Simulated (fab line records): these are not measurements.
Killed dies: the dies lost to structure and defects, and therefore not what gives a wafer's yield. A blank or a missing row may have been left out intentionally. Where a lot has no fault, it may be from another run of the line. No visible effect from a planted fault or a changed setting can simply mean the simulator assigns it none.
Struck lot and sound lot, side by side    flow n5-finfet    14 out of 1938 route steps
Sound: wafers L448.2, L448.4, L448.6. Struck: wafer L450.6; the same lot's L450.3 was not struck, so it is left out; see the end for the cause.
Per side, at each step with rows, come the tool, then ch with its chambers, and then its first start. Under that, the readings that differ: sound wafers    struck wafers    difference of the means    sigmas: that difference in standard deviations of wafers without a fault.
alike: readings with means less than 2 such deviations apart, plus words and numbers identical on both sides. not compared: withheld readings, readings lacking a value on some wafer, bounds such as >300 that could conceal the same value, and numbers that have no deviation in the record and whose values overlap.
Wherever a step has rows on one side only, a row that says differs or no value, or a row with sigmas, the two part there. Non-overlapping numbers with no deviation appear without sigmas and do not part them. A reading missing from all wafers of one side parts the sides only when that side holds two or more wafers.

first, 5 steps without rows for these wafers: N5_BEOL_M10_EBR_24; N5_BEOL_M10_SOFTBAKE_23 (time 60 s); N5_BEOL_M10_EXPOSE_25 (exposes mask V9); N5_BEOL_M10_PEB_26 (peb time 60 s); N5_BEOL_M10_DEVELOP_27 (develop time 30 s).
N5_BEOL_M10_CD_MEAS_28: the cd target is 70 nm.
  sound on cd-sem-03 ch 0, day 12 00:17; struck on cd-sem-03 ch 0, day 13 00:42
  alike: cd-nm
N5_BEOL_M10_OVL_MEAS_29:
  sound on overlay-02 ch 0, day 12 00:19; struck on overlay-01 ch 0, day 13 00:44
  alike: V9_OVL
N5_BEOL_M10_INSPECT_30: inspects for defects (brightfield).
  struck on defect-inspect-02, day 13 00:45; sound on defect-inspect-02, day 12 00:20
  alike: raw-defect-count
N5_BEOL_M10_DESCUM_33: chemistry O2, time 7.9 s.
  sound on rie-diel-01 ch 0,1,3, day 12 00:34; struck on rie-diel-01 ch 0, day 13 01:06
  alike: bias-power-w, drypump-motor-current-A, o2-flow-sccm, oes-product-au, rf-vpp-V, showerhead-plenum-p-Torr, throttle-valve-pct
  not compared: rf-hours-counter-h
N5_BEOL_M10_ETCH_65: etches SiARC in CF4, target depth 39 nm, time 65 s.
  sound on rie-diel-01 ch 0,1,3, day 12 00:36; struck on rie-diel-01 ch 0, day 13 01:08
  alike: drypump-motor-current-A, etch-rf-on-time-s, oes-product-au, rf-vpp-V, showerhead-plenum-p-Torr, throttle-valve-pct
  not compared: rf-hours-counter-h
N5_BEOL_M10_ETCH_66: etches SOC in N2/H2, target depth 120 nm, overetch 24 nm, time 180 s.
  sound on rie-diel-01 ch 0,1,3, day 12 00:39; struck on rie-diel-01 ch 0, day 13 01:11
  alike: drypump-motor-current-A, oes-product-au, rf-vpp-V, run-length-s, showerhead-plenum-p-Torr, throttle-valve-pct
  not compared: rf-hours-counter-h
then, 1 step without rows for these wafers: N5_BEOL_M10_STRIP_69 (strips in N2/H2).
N5_BEOL_M10_VIA_ETCH_34: etches SiCOH lowk in C4F6/O2, target depth 184.5 nm, time 69.2 s.
  sound on rie-diel-01 ch 0,1,3, day 12 00:46; struck on rie-diel-01 ch 0, day 13 01:19
reading                                    sound              struck  difference  sigmas
run-length-s (s)                           92.1 92.2 92.2     106.2   +14.0       +26
model.etch.depth-nm (nm)                   184.9 181.1 185.8  218     +34         
model.SOC_of_BEOL_M10_COAT_63.thk-nm (nm)  92.6 92.4 92       90.8    -1.5        
  alike: drypump-motor-current-A, oes_o_777_au, oes-product-au, rf-vpp-V, showerhead-plenum-p-Torr, throttle-valve-pct
  not compared: rf-hours-counter-h
then, 1 step without rows for these wafers: N5_BEOL_M10_STRIP_73 (strips in C4F6/O2).

== WHERE THEY PART ==
Only at N5_BEOL_M10_VIA_ETCH_34, as far as this record shows.

WHY: whatever the simulator had introduced
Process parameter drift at N5_BEOL_M10_VIA_ETCH_34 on rie-diel-01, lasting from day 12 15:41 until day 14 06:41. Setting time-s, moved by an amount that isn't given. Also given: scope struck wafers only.
